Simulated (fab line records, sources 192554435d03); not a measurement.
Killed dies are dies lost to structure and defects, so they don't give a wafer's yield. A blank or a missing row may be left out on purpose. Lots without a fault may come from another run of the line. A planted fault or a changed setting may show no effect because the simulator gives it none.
Which tool did it? | flow n5_finfet | 12 lots, 36 wafers sampled, at 2 steps of a route of 1938

WHAT THE GAUGES READ, wafer by wafer
N5_BEOL_M7_OVL_MEAS_12.
lot  | measured     | on         | M7_OVL (nm)
L076 | day 11 23:59 | overlay-01 | 1.5 0.0 -0.4
L078 | day 12 02:49 | overlay-01 | -0.7 -0.9 -0.8
L079 | day 12 21:38 | overlay-01 | 0.4 -1.3 -0.4
L084 | day 14 00:24 | overlay-01 | 1.0 1.1 0.1
L080 | day 14 14:25 | overlay-01 | 0.0 0.6 -0.1
L087 | day 14 19:19 | overlay-01 | 0.4 0.5 -0.4
L088 | day 15 07:19 | overlay-02 | 1.1 0.2 0.4
L090 | day 16 04:16 | overlay-02 | -0.2 -0.5 0.4
L093 | day 16 11:04 | overlay-01 | 1.2 1.1 -0.3
L086 | day 16 15:21 | overlay-01 | -0.2 -0.5 -0.2
L094 | day 17 09:11 | overlay-02 | 1.6 0.1 0.4
L097 | day 17 15:43 | overlay-02 | -0.1 -1.3 -0.7

WHICH TOOL RAN EACH LOT (tool, then ch and the chambers of the sampled wafers, then the start)
lot  | N5_BEOL_M7_PECVD_70
L076 | pecvd-04 ch 0,1,2, day 11 22:29
L078 | pecvd-02 ch 0,1,2, day 12 00:32
L079 | pecvd-04 ch 0,1,2, day 12 19:46
L084 | pecvd-04 ch 0,1, day 13 23:41
L080 | pecvd-01 ch 0,2, day 14 11:52
L087 | pecvd-02 ch 0,1,2, day 14 16:57
L088 | pecvd-02 ch 0,1,2, day 15 05:50
L090 | pecvd-04 ch 1,2, day 16 01:13
L093 | pecvd-01 ch 0,1, day 16 08:43
L086 | pecvd-04 ch 0,1, day 16 12:19
L094 | pecvd-04 ch 1,2, day 17 08:35
L097 | pecvd-04 ch 0,1, day 17 13:17
- N5_BEOL_M7_PECVD_70: deposits SiO2 from TEOS/O2, target thk 20 nm, time 22.7 s.

THE ANSWER, worked out from the rows above alone
Rule: what is usual is taken from the lots themselves. Put in order of their means at a reading, lots are off if they are a third of the lots or fewer, leave a main group of 4 or more, and stand apart from it by a gap of 3 or more times the standard deviation of the main group's means; of several such gaps the widest counts. A main group whose means are all the same, to the digits that the tables above print for the reading, isn't used. A lot without any number at a reading at which 4 lots or more have one is off too. The other lots that the step has rows for count as sound.
No lot is off at any reading shown: from this, nothing can be told.

WHAT THE SIMULATOR HAD PUT IN
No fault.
